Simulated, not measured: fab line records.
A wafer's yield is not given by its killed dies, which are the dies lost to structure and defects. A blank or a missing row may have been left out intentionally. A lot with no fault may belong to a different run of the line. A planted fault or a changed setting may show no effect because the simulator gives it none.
fab line records ; flow n5-finfet
record lots=8; wafers=23; last-day=18
route steps=1938 shown HKMG_FIN@403 BEOL_M4@1111 PASSIVATION@1936
lots that met no fault: taken from a fault-free run of the same line
start-h: start of the lot's first displayed wafer, in hours after the record's first day ; wait-h: time in hours since the lot's previous step ; " as in the row above ; L1.1+2: a single row standing in for several wafers ; - no value, or no start was given ; * or withheld: withheld ; < > ~ a bound
route shown NAME@n: NAME is a module with steps in the file, n the number in the route of the first one ; usual: the fault-free wafers' mean and standard deviation ; same: alike in all rows ; chamber/n: place in a boat ; sites: per-site readings ; _std_site: standard deviation of those values ; _edge_site: mean of outer sites minus mean of inner sites ; radius-mm: for every site, how far away it sits from the centre of the wafer ; mask NAME#n: copy n ; behind: the last tool/chamber to shape the wafer ; hold: cause of the lot's hold/its duration in hours/its outcome ; device: transistor that didn't switch, given as n, p or np ; end of line: the same wafers' tests at the end of the route ; a step with no rows: only its recipe ; killed: dies lost to structure and defects at the first sort, not the wafer's yield ; map: dies across one wafer; x = killed, . = not, _ = none there
set.NAME: the run value of the setting; set.NAME@STEP: its run value at that earlier step ; model.NAME: the simulator's own value behind a step, which no gauge read
route steps across a sampled set of lots; one table per step, one row per wafer
services: a tool's chamber out of use, with start hour (start-h, from the record's first day; less than 0 if before it), hours out, and reason
## steps
# step N5_HKMG_FIN_ETCH_55
# recipe chemistry=N2/H2; target=SOC; target-depth-a=2400; temp-c=40; time-s=300; ion-energy-ev=200; mask-material=SiARC; pressure-mtorr=30; source-w=840; bias-w=150; n2-flow-sccm=200; h2-flow-sccm=200
# usual bias-w=150.0/0.48; drypump-motor-current-A=5.6/0.5; oes-product-au=0.77/0.093; rf-vpp-V=524.0/2.7; showerhead-plenum-p-Torr=2.54/0.097; throttle-valve-pct=17.7/0.31
# same time-s=300
lot.wafer;tool;chamber;start-h;wait-h;bias-w;drypump-motor-current-A;oes-product-au;rf-hours-counter-h;rf-vpp-V;showerhead-plenum-p-Torr;throttle-valve-pct
L573.1;rie-diel-01;0;104.52;0.0;150.9;6.0;0.72;180;525.6;2.64;17.9
L573.3;rie-diel-01;2;104.52;0.0;149.5;5.5;0.72;244;520.5;2.40;17.7
L573.4;rie-diel-01;3;104.52;0.0;150.1;5.7;0.65;241;523.0;2.50;17.8
L575.2;rie-diel-05;2;114.45;0.0;151.0;6.2;0.73;176;521.2;2.44;18.2
L575.3;rie-diel-05;1;114.45;0.0;150.1;5.4;0.71;161;522.9;2.51;17.7
L575.6;rie-diel-05;3;114.45;0.0;150.1;4.8;0.74;-;525.8;2.65;17.8
L579.1;rie-diel-05;2;138.27;0.0;150.7;6.2;0.71;184;519.8;2.44;18.2
L579.5;rie-diel-05;0;138.27;0.0;150.3;5.2;0.70;-;521.7;2.52;17.4
L585.2;rie-diel-05;0;174.74;0.0;149.6;5.2;0.69;184;523.1;2.52;17.5
L585.3;rie-diel-05;3;174.74;0.0;150.1;4.8;0.73;189;526.9;2.64;17.9
L585.5;rie-diel-05;1;174.74;0.0;150.4;5.4;0.70;-;523.2;2.50;17.8
L586.1;rie-diel-01;3;178.48;0.0;150.6;5.7;0.89;7;523.2;2.49;17.4
L586.4;rie-diel-01;0;178.48;0.0;151.0;6.0;0.70;211;525.3;2.63;17.9
L586.6;rie-diel-01;3;178.48;0.0;150.7;5.7;0.90;-;522.8;2.49;17.3
L587.1;rie-diel-03;0;187.45;0.0;150.1;5.2;0.88;15;528.5;2.69;17.5
L587.2;rie-diel-03;3;187.45;0.0;150.1;6.4;0.77;133;521.1;2.45;18.2
L587.6;rie-diel-03;0;187.45;0.0;150.1;5.2;0.88;-;528.5;2.69;17.5
L590.1;rie-diel-05;2;204.90;0.0;149.8;6.2;0.69;203;519.8;2.43;18.2
L590.2;rie-diel-05;0;204.90;0.0;149.8;5.2;0.68;194;521.9;2.51;17.5
L590.4;rie-diel-05;3;204.90;0.0;150.6;4.8;0.72;199;526.0;2.64;17.9
L591.3;rie-diel-01;1;212.53;0.0;150.7;5.9;0.71;193;526.4;2.62;17.9
L591.4;rie-diel-01;3;212.53;0.0;149.5;5.7;0.86;19;522.0;2.49;17.4
L591.6;rie-diel-01;2;212.53;0.0;149.7;5.5;0.92;-;527.1;2.70;17.3
# step N5_HKMG_FIN_ALD_79
# recipe material=TiN; target-thk-a=15; temp-c=400; ald-precursor-family=TiCl4; ald-co-reactant=NH3; pulse-time-s=1; purge-time-s=3; co-reactant-purge-time-s=2; co-reactant-pulse-time-s=2; ald-cycles=68; pressure-torr=3
# usual ald-cycles=68/0; chamber-pressure-Torr=3.000/0.0071; heater-power-w=914/88; precursor-pulse-height-rel=1.000/0.019; pulse-time-s=1/0
lot.wafer;tool;chamber;start-h;wait-h;ald-cycles;chamber-pressure-Torr;heater-power-w;precursor-pulse-height-rel;pulse-time-s
L573.1;ald-metal-02;1;105.79;0.0;68;2.992;1023;0.986;1
L573.3;ald-metal-02;3;105.79;0.0;68;3.006;948;1.012;1
L573.4;ald-metal-02;2;105.79;0.0;68;3.007;978;0.989;1
L575.2;ald-metal-04;0;115.73;0.0;68;2.999;761;0.985;1
L575.3;ald-metal-04;3;115.73;0.0;68;2.992;924;1.001;1
L575.6;ald-metal-04;3;115.73;0.0;68;3.010;934;0.986;1
L579.1;ald-metal-02;1;139.54;0.0;68;3.004;1036;0.991;1
L579.5;ald-metal-02;2;139.54;0.0;68;3.002;1016;0.993;1
L585.2;ald-metal-02;1;176.01;0.0;-;-;-;-;-
L585.3;ald-metal-02;0;176.01;0.0;-;-;-;-;-
L585.5;ald-metal-02;1;176.01;0.0;-;-;-;-;-
L586.1;ald-metal-04;0;179.75;0.0;-;-;-;-;-
L586.4;ald-metal-04;3;179.75;0.0;-;-;-;-;-
L586.6;ald-metal-04;1;179.75;0.0;-;-;-;-;-
L587.1;ald-metal-02;2;188.73;0.0;-;-;-;-;-
L587.2;ald-metal-02;1;188.73;0.0;-;-;-;-;-
L587.6;ald-metal-02;0;188.73;0.0;-;-;-;-;-
L590.1;ald-metal-04;1;206.18;0.0;68;2.998;873;1.000;1
L590.2;ald-metal-04;2;206.18;0.0;68;2.998;946;0.977;1
L590.4;ald-metal-04;3;206.18;0.0;68;3.003;931;0.983;1
L591.3;ald-metal-04;1;213.82;0.0;68;3.005;909;1.006;1
L591.4;ald-metal-04;0;213.82;0.0;68;2.992;738;1.017;1
L591.6;ald-metal-04;3;213.82;0.0;68;3.012;921;1.014;1
# step N5_HKMG_FIN_ALD_36
# recipe material=TiN; target-thk-a=10; temp-c=400; ald-precursor-family=TiCl4; ald-co-reactant=NH3; pulse-time-s=1; purge-time-s=3; co-reactant-purge-time-s=2; co-reactant-pulse-time-s=2; ald-cycles=47; pressure-torr=3
# usual chamber-pressure-Torr=3.000/0.0068; heater-power-w=919/92; precursor-pulse-height-rel=1.000/0.019
# same ald-cycles=47; pulse-time-s=1
lot.wafer;tool;chamber;start-h;wait-h;chamber-pressure-Torr;heater-power-w;precursor-pulse-height-rel
L573.1;ald-metal-04;0;106.55;0.0;2.997;735;0.986
L573.3;ald-metal-04;1;106.55;0.0;3.010;861;0.984
L573.4;ald-metal-04;3;106.55;0.0;3.005;942;0.978
L575.2;ald-metal-02;3;116.71;0.0;2.998;917;0.996
L575.3;ald-metal-02;2;116.71;0.0;3.006;993;1.007
L575.6;ald-metal-02;0;116.71;0.0;2.998;965;1.030
L579.1;ald-metal-04;2;140.35;0.0;3.002;942;1.010
L579.5;ald-metal-04;1;140.35;0.0;3.001;872;1.050
L585.2;ald-metal-04;0;177.00;0.0;2.998;749;0.997
L585.3;ald-metal-04;3;177.00;0.0;2.992;929;0.965
L585.5;ald-metal-04;3;177.00;0.0;2.992;943;1.006
L586.1;ald-metal-02;0;180.52;0.0;3.005;957;0.989
L586.4;ald-metal-02;2;180.52;0.0;3.007;1021;0.987
L586.6;ald-metal-02;1;180.52;0.0;2.987;1033;0.981
L587.1;ald-metal-01;0;189.57;0.0;2.995;745;1.000
L587.2;ald-metal-01;3;189.57;0.0;2.993;873;1.006
L587.6;ald-metal-01;2;189.57;0.0;3.002;1033;1.011
L590.1;ald-metal-02;1;207.21;0.0;3.011;1029;0.997
L590.2;ald-metal-02;0;207.21;0.0;2.995;975;0.984
L590.4;ald-metal-02;2;207.21;0.0;3.001;1027;0.997
L591.3;ald-metal-04;2;214.70;0.0;3.010;931;0.996
L591.4;ald-metal-04;3;214.70;0.0;3.000;932;0.982
L591.6;ald-metal-04;0;214.70;0.0;3.005;751;0.969
# step N5_HKMG_FIN_PWFM_ALD_03
# recipe material=TiN; target-thk-a=20; temp-c=400; ald-precursor-family=TiCl4; ald-co-reactant=NH3; pulse-time-s=1; purge-time-s=3; co-reactant-purge-time-s=2; co-reactant-pulse-time-s=2; ald-cycles=91; pressure-torr=3
# usual chamber-pressure-Torr=3.000/0.0061; heater-power-w=894/93; precursor-pulse-height-rel=0.998/0.021
# same ald-cycles=91; pulse-time-s=1
lot.wafer;tool;chamber;start-h;wait-h;chamber-pressure-Torr;heater-power-w;precursor-pulse-height-rel
L573.1;ald-metal-02;2;106.87;0.0;2.998;1030;1.018
L573.3;ald-metal-02;0;106.87;0.0;2.989;947;0.982
L573.4;ald-metal-02;3;106.87;0.0;3.001;945;1.012
L575.2;ald-metal-01;2;117.03;0.0;2.994;968;0.992
L575.3;ald-metal-01;3;117.03;0.0;3.007;871;1.006
L575.6;ald-metal-01;2;117.03;0.0;3.001;1021;1.002
L579.1;ald-metal-02;0;140.67;0.0;3.007;971;1.029
L579.5;ald-metal-02;3;140.67;0.0;3.011;963;1.007
L585.2;ald-metal-01;0;177.32;0.0;3.009;717;0.998
L585.3;ald-metal-01;1;177.32;0.0;3.000;937;0.995
L585.5;ald-metal-01;1;177.32;0.0;3.004;907;1.009
L586.1;ald-metal-04;0;180.83;0.0;3.003;741;1.014
L586.4;ald-metal-04;1;180.83;0.0;3.003;889;1.011
L586.6;ald-metal-04;1;180.83;0.0;3.006;881;1.025
L587.1;ald-metal-02;2;189.89;0.0;3.005;1019;0.983
L587.2;ald-metal-02;0;189.89;0.0;2.991;930;0.991
L587.6;ald-metal-02;0;189.89;0.0;2.993;967;1.021
L590.1;ald-metal-02;2;207.52;0.0;3.000;1010;1.008
L590.2;ald-metal-02;1;207.52;0.0;2.990;1053;1.026
L590.4;ald-metal-02;3;207.52;0.0;3.002;910;0.988
L591.3;ald-metal-01;1;215.02;0.0;2.999;921;0.995
L591.4;ald-metal-01;0;215.02;0.0;2.995;740;1.017
L591.6;ald-metal-01;0;215.02;0.0;2.996;724;0.994
# step N5_BEOL_M4_RC_MEAS_101
# usual DIBL_N=37.0/2.3; DIBL_P=37.3/2.8; EOT_N=10.56/0.1; EOT_P=10.51/0.1; IGATE_N=0.0119/0.0019; IGATE_P=0.0036/0.00059; IOFF_N=0.17/0.046; IOFF_N_85C=3.3/0.74; IOFF_N_LIN=0.078/0.017; IOFF_N_LONG=5.49e-05/2.5e-06; IOFF_P=0.23/0.054; IOFF_P_85C=3.8/0.76; IOFF_P_LIN=0.102/0.018; IOFF_P_LONG=9.9e-05/9.7e-06; ION_N=675/14; ION_P=460/9.3; SS_N=71.7/0.73; SS_P=73.6/0.95; VT_N=249/3.9; VT_N_LONG=274.9/2.1; VT_N_LVT=98/3.9; VT_P=-250/3.9; VT_P_LONG=-277/3.7; VT_P_LVT=-99/3.7
lot.wafer;tool;chamber;start-h;wait-h;DIBL_N[mV/V];DIBL_P[mV/V];EOT_N;EOT_P;IGATE_N[nA/um];IGATE_P[nA/um];IOFF_N[nA/um];IOFF_N_85C[nA/um];IOFF_N_LIN[nA/um];IOFF_N_LONG[nA/um];IOFF_P[nA/um];IOFF_P_85C[nA/um];IOFF_P_LIN[nA/um];IOFF_P_LONG[nA/um];ION_N[uA/um];ION_P[uA/um];SS_N[mV/dec];SS_P[mV/dec];VT_N[mV];VT_N_LONG[mV];VT_N_LVT[mV];VT_P[mV];VT_P_LONG[mV];VT_P_LVT[mV]
L573.1;prober-01;0;201.22;0.0;36.5;38.2;10.43;10.41;0.0139;0.0041;0.19;3.6;0.087;5.74e-05;0.25;4.2;0.116;9.9e-05;691;469;72.1;73.1;246;272.1;99;-247;-275;-98
L573.3;prober-01;0;201.22;0.0;34.8;36.0;10.46;10.52;0.0111;0.0033;0.14;2.8;0.068;5.65e-05;0.21;3.5;0.098;9.9e-05;653;455;71.9;71.4;251;272.6;102;-248;-276;-101
L573.4;prober-01;0;201.22;0.0;40.1;43.2;10.45;10.76;0.0108;0.0032;0.28;5.0;0.120;5.65e-05;0.37;5.6;0.149;0.000105;701;483;72.7;74.5;242;276.9;94;-242;-272;-93
L575.2;prober-01;0;209.41;0.2;38.8;39.2;10.42;10.43;0.0156;0.0046;0.20;3.7;0.085;5.35e-05;0.20;3.5;0.089;7.5e-05;683;455;72.3;74.2;248;278.3;97;-256;-285;-103
L575.3;prober-01;0;209.41;0.2;38.9;40.6;10.53;10.37;0.0138;0.0041;0.21;3.8;0.090;5.29e-05;0.22;3.8;0.095;8.5e-05;690;460;72.4;74.7;246;275.3;96;-253;-284;-103
L575.6;prober-01;0;209.41;0.2;37.1;38.9;10.38;10.31;0.0156;0.0046;0.19;3.5;0.082;5.26e-05;0.21;3.6;0.092;8.2e-05;679;456;71.8;74.2;247;279.8;95;-255;-286;-103
L579.1;prober-01;0;235.41;0.0;37.4;35.9;10.58;10.53;0.0120;0.0036;0.17;3.1;0.074;5.75e-05;0.19;3.3;0.090;9.4e-05;670;458;71.4;73.9;247;275.0;95;-251;-277;-101
L579.5;prober-01;0;235.41;0.0;37.1;36.5;10.50;10.56;0.0111;0.0033;0.15;2.8;0.067;5.61e-05;0.20;3.5;0.093;9.6e-05;650;450;71.0;72.9;252;275.7;99;-251;-280;-101
L585.2;prober-02;0;286.35;0.2;32.4;29.4;10.08;9.93;0.0583;0.0179;0.03;0.7;0.014;2.96e-05;0.00;0.1;0.002;4.4e-05;557;283;72.6;75.7;296;313.6;146;-365;-384;-217
L585.3;prober-02;0;286.35;0.2;35.1;33.7;10.20;9.98;0.0430;0.0131;0.04;1.0;0.019;2.95e-05;0.01;0.2;0.003;4.7e-05;578;291;72.8;76.5;290;313.0;142;-361;-383;-210
L585.5;prober-02;0;286.35;0.2;36.2;33.7;10.18;10.01;0.0524;0.0164;0.05;1.1;0.019;3.08e-05;0.01;0.2;0.003;4.4e-05;580;289;73.7;76.7;290;313.8;140;-360;-389;-211
L586.1;prober-01;0;286.71;0.0;31.2;32.3;10.12;10.00;0.0605;0.0189;0.03;0.8;0.016;3.01e-05;0.00;0.1;0.002;4.6e-05;572;288;72.8;75.4;295;309.8;148;-364;-386;-212
L586.4;prober-01;0;286.71;0.0;35.4;37.2;9.96;9.97;0.0686;0.0213;0.05;1.2;0.023;3.01e-05;0.01;0.2;0.003;4.3e-05;592;296;73.9;77.0;289;313.8;139;-358;-383;-212
L586.6;prober-01;0;286.71;0.0;31.6;32.8;10.13;10.17;0.0463;0.0145;0.03;0.9;0.017;3.09e-05;0.00;0.1;0.002;4.2e-05;577;290;72.7;75.5;294;312.9;144;-364;-383;-216
L587.1;prober-02;0;288.93;0.0;35.1;31.9;9.98;9.85;0.0593;0.0185;0.04;1.0;0.019;3.18e-05;0.01;0.2;0.003;4.4e-05;584;295;73.2;75.8;293;315.5;140;-359;-378;-206
L587.2;prober-02;0;288.93;0.0;36.0;33.9;10.18;10.19;0.0484;0.0152;0.05;1.1;0.021;3.15e-05;0.01;0.2;0.003;4.5e-05;588;294;73.2;76.1;290;315.1;137;-360;-383;-206
L587.6;prober-02;0;288.93;0.0;34.2;31.8;10.11;10.18;0.0495;0.0154;0.04;0.9;0.018;3.13e-05;0.01;0.2;0.003;4.6e-05;590;302;72.1;76.4;291;312.5;139;-356;-380;-209
L591.3;prober-01;0;318.13;0.3;37.3;38.5;10.43;10.43;0.0137;0.0042;0.16;3.2;0.072;5.17e-05;0.18;3.2;0.081;7.9e-05;675;450;72.0;74.2;252;278.0;97;-257;-284;-104
L591.4;prober-01;0;318.13;0.3;37.0;38.7;10.49;10.58;0.0114;0.0034;0.17;3.2;0.074;5.1e-05;0.18;3.3;0.084;7.8e-05;675;449;71.9;73.9;251;275.1;96;-256;-284;-102
L591.6;prober-01;0;318.13;0.3;33.1;34.3;10.56;10.59;0.0097;0.0030;0.10;2.2;0.053;5.08e-05;0.13;2.5;0.067;8.3e-05;656;445;70.3;72.1;256;280.0;103;-258;-286;-106
L590.1;prober-02;0;319.71;0.0;37.7;38.9;10.49;10.46;0.0119;0.0035;0.19;3.6;0.081;5.81e-05;0.28;4.5;0.114;0.000102;670;460;72.9;73.9;249;274.0;96;-247;-273;-95
L590.2;prober-02;0;319.71;0.0;40.0;40.9;10.70;10.58;0.0097;0.0029;0.24;4.4;0.108;5.81e-05;0.30;4.9;0.127;0.000106;696;474;73.1;74.6;244;271.6;91;-245;-274;-93
L590.4;prober-02;0;319.71;0.0;35.8;37.0;10.52;10.37;0.0149;0.0044;0.15;3.0;0.073;5.66e-05;0.23;3.8;0.104;0.000108;677;471;71.6;73.2;250;272.4;97;-248;-274;-96
# step N5_PASSIVATION_PROBE_49
# usual defect-limited-yield=91.5/1.3; killed_at_M0_to_M3=36/10; killed_at_M4_up=13/4.7; killed-at-contacts=13/6.7; killed-at-front-end=37/9.7; killed-at-other=2.6/2.3; killed-dies=101/15; killed-on-rim=14/4.3; killed-open=67/12; killed-short=32/6.7; sort_bin_4_leakage=0.0/0.31; sort_bin_5_function=5.0/0.89; sort_bin_6_memory=3.2/0.63; sort_bin_8_speed=0.01/0.03; sort-n-pass=1079/16; sort-yield-pct=91.4/1.4
# same gross-dies=1180; killed-at-back-side=0
lot.wafer;tool;chamber;start-h;wait-h;defect-limited-yield[%];killed_at_M0_to_M3;killed_at_M4_up;killed-at-contacts;killed-at-front-end;killed-at-other;killed-dies;killed-on-rim;killed-open;killed-short;sort_bin_4_leakage[%];sort_bin_5_function[%];sort_bin_6_memory[%];sort_bin_8_speed[%];sort-n-pass;sort-yield-pct[%]
L587.1;prober-02;-;387.00;0.0;59.7;30;20;9;415;2;476;126;60;31;0;37.0;3.0;59.66;0;0
L587.2;prober-02;-;387.05;0.1;58.2;34;7;27;423;2;493;21;62;36;0;38.2;3.5;58.22;0;0
L587.6;prober-02;-;387.25;0.3;62.1;27;11;14;392;3;447;14;54;17;0;35.4;2.3;62.12;0;0
L585.2;prober-02;-;398.03;0.1;60.3;39;12;2;414;2;469;22;64;35;0;36.4;3.0;60.25;0;0
L585.3;prober-02;-;398.08;0.1;60.3;43;6;5;411;3;468;13;70;24;0;37.3;2.3;60.34;0;0
L585.5;prober-02;-;398.18;0.2;61.6;33;10;13;396;1;453;13;60;25;0;35.3;3.0;61.61;0;0
L586.1;prober-02;-;402.38;0.0;61.1;28;14;15;400;2;459;21;68;16;0;35.8;3.1;61.10;0;0
L586.4;prober-02;-;402.53;0.2;63.1;28;15;1;388;3;435;118;50;27;0;34.5;2.3;63.14;0;0
L586.6;prober-02;-;402.63;0.3;59.7;35;9;10;422;0;476;125;56;29;0;36.9;3.0;59.66;0;0
# killed by level:class
L587.1 HKMG_FIN:area-ald=383 BEOL_M4:geometric-particle:open=9 MOL_CONTACT_COAG:geometric-particle:open=8 STI_FIN_REVEAL:geometric-particle:open=6 BEOL_M0_SAQP:geometric-particle:open=6 BEOL_M0_SAQP:geometric-particle:short=6 GATE_CUT:geometric-particle:short=5 BEOL_M2:geometric-particle:open=5
L587.2 HKMG_FIN:area-ald=393 MOL_CONTACT_COAG:geometric-particle:open=22 BEOL_M0_SAQP:geometric-particle:short=13 STI_FIN_REVEAL:geometric-particle:open=5 GATE_CUT:geometric-particle:short=5 BEOL_M0_SAQP:geometric-particle:open=5 BEOL_M3:geometric-particle:open=5 FIN_SAQP:geometric-particle:short=4
L587.6 HKMG_FIN:area-ald=376 BEOL_M2:geometric-particle:open=12 MOL_CONTACT_COAG:geometric-particle:open=10 DUMMY_GATE:geometric-particle:open=4 MOL_CONTACT_COAG:geometric-particle:short=4 BEOL_M1:geometric-particle:open=4 BEOL_M3:geometric-particle:open=4 BEOL_M0_SAQP:geometric-particle:short=3
L585.2 HKMG_FIN:area-ald=369 DUMMY_GATE:geometric-particle:open=8 STI_FIN_REVEAL:geometric-particle:open=7 BEOL_M0_SAQP:geometric-particle:short=7 BEOL_M2:geometric-particle:open=7 GATE_CUT:geometric-particle:short=6 BEOL_M3:geometric-particle:open=6 BEOL_M1:geometric-particle:open=6
L585.3 HKMG_FIN:area-ald=372 BEOL_M3:geometric-particle:open=13 FIN_SAQP:geometric-particle:open=10 GATE_CUT:geometric-particle:short=9 BEOL_M1:geometric-particle:open=8 DUMMY_GATE:geometric-particle:open=7 MOL_CONTACT_COAG:geometric-particle:open=5 BEOL_M2:geometric-particle:open=5
L585.5 HKMG_FIN:area-ald=368 MOL_CONTACT_COAG:geometric-particle:open=10 BEOL_M2:geometric-particle:open=8 FIN_SAQP:geometric-particle:open=5 FIN_SAQP:geometric-particle:short=5 BEOL_M0_SAQP:geometric-particle:open=5 BEOL_M1:geometric-particle:open=5 DUMMY_GATE:geometric-particle:open=4
L586.1 HKMG_FIN:area-ald=374 MOL_CONTACT_COAG:geometric-particle:open=15 BEOL_M1:geometric-particle:open=11 STI_FIN_REVEAL:geometric-particle:open=8 BEOL_M0_SAQP:geometric-particle:open=8 BEOL_M4:geometric-particle:open=7 FIN_SAQP:geometric-particle:open=6 BEOL_M0_SAQP:geometric-particle:short=4
L586.4 HKMG_FIN:area-ald=357 BEOL_M0:geometric-particle:open=8 FIN_SAQP:geometric-particle:open=6 DUMMY_GATE:geometric-particle:open=6 BEOL_M1:geometric-particle:open=6 BEOL_M4:geometric-particle:open=6 BEOL_M0_SAQP:geometric-particle:short=5 BEOL_M4:geometric-particle:short=5
L586.6 HKMG_FIN:area-ald=389 BEOL_M3:geometric-particle:open=13 FIN_SAQP:geometric-particle:open=9 MOL_CONTACT_COAG:geometric-particle:open=7 BEOL_M2:geometric-particle:open=7 FIN_SAQP:geometric-particle:short=6 STI_FIN_REVEAL:geometric-particle:open=5 BEOL_M1:geometric-particle:open=5
## services
tool;chamber;start-h;hours;kind
rie-diel-01;2;91.24;11.0;repair
rie-diel-05;1;93.44;4.1;repair
rie-diel-03;1;97.59;-;clean
rie-diel-03;1;97.59;-;consumable-replace:focus-ring
rie-diel-03;1;97.59;16.3;scheduled-down
rie-diel-03;1;97.59;16.3;vent-cycle
ald-metal-02;-;116.96;8.7;pm
rie-diel-01;2;119.57;-;clean
rie-diel-01;2;119.57;-;consumable-replace:focus-ring
rie-diel-01;2;119.57;-;consumable-replace:showerhead
rie-diel-01;2;119.57;18.6;scheduled-down
rie-diel-01;2;119.57;18.6;vent-cycle
rie-diel-03;0;123.05;-;clean
rie-diel-03;0;123.05;-;consumable-replace:focus-ring
rie-diel-03;0;123.05;-;consumable-replace:showerhead
rie-diel-03;0;123.05;20.3;scheduled-down
rie-diel-01;3;138.40;-;clean
rie-diel-01;3;138.40;-;consumable-replace:focus-ring
rie-diel-01;3;138.40;15.9;scheduled-down
rie-diel-01;3;138.40;15.9;vent-cycle
ald-metal-01;-;149.97;0.7;repair
ald-metal-01;-;183.28;2.8;pm
ald-metal-04;-;188.31;8.7;pm
ald-metal-01;2;208.95;4.1;repair
## key
first-sign step=N5_HKMG_FIN_ALD_79; reading=tool-record; direction=missing
effect step=N5_BEOL_M4_RC_MEAS_101; reading=VT_P_LVT; direction=down; sigmas=30; usual=-99; struck=-211
effect step=N5_BEOL_M4_RC_MEAS_101; reading=VT_P_LONG; direction=down; sigmas=29; usual=-277; struck=-383
effect step=N5_BEOL_M4_RC_MEAS_101; reading=VT_P; direction=down; sigmas=28; usual=-250; struck=-361
effect step=N5_BEOL_M4_RC_MEAS_101; reading=IGATE_P; direction=up; sigmas=22; usual=0.0036; struck=0.0168
effect step=N5_BEOL_M4_RC_MEAS_101; reading=IGATE_N; direction=up; sigmas=22; usual=0.0119; struck=0.0540
effect step=N5_BEOL_M4_RC_MEAS_101; reading=VT_N_LONG; direction=up; sigmas=18; usual=274.9; struck=313.4
effect step=N5_BEOL_M4_RC_MEAS_101; reading=ION_P; direction=down; sigmas=18; usual=460; struck=292
effect step=N5_BEOL_M4_RC_MEAS_101; reading=VT_N_LVT; direction=up; sigmas=11; usual=98; struck=142
effect step=N5_BEOL_M4_RC_MEAS_101; reading=VT_N; direction=up; sigmas=11; usual=249; struck=292
effect step=N5_BEOL_M4_RC_MEAS_101; reading=IOFF_N_LONG; direction=down; sigmas=9.6; usual=5.49e-05; struck=3.06e-05
effect step=N5_BEOL_M4_RC_MEAS_101; reading=ION_N; direction=down; sigmas=6.6; usual=675; struck=580
effect step=N5_BEOL_M4_RC_MEAS_101; reading=IOFF_P_LONG; direction=down; sigmas=5.6; usual=9.9e-05; struck=4.5e-05
effect step=N5_PASSIVATION_PROBE_49; reading=sort_bin_8_speed; direction=up; sigmas=99+; usual=0.01; struck=60.68
more-kills-born-at N5_HKMG_FIN_ALD_79@ald-metal-02=2261; N5_HKMG_FIN_ALD_79@ald-metal-04=1120
met-at N5_HKMG_FIN_ALD_79
struck-lots L585,L586,L587
not-acting-at N5_HKMG_FIN_ETCH_55,N5_HKMG_FIN_ALD_36,N5_HKMG_FIN_PWFM_ALD_03
onset-between 139.54 176.01
fault kind=skipped-step-whole; tool=ald-metal-02,ald-metal-04; chamber=-; onset-h=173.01; steps=N5_HKMG_FIN_ALD_79; scope=struck-lots-only
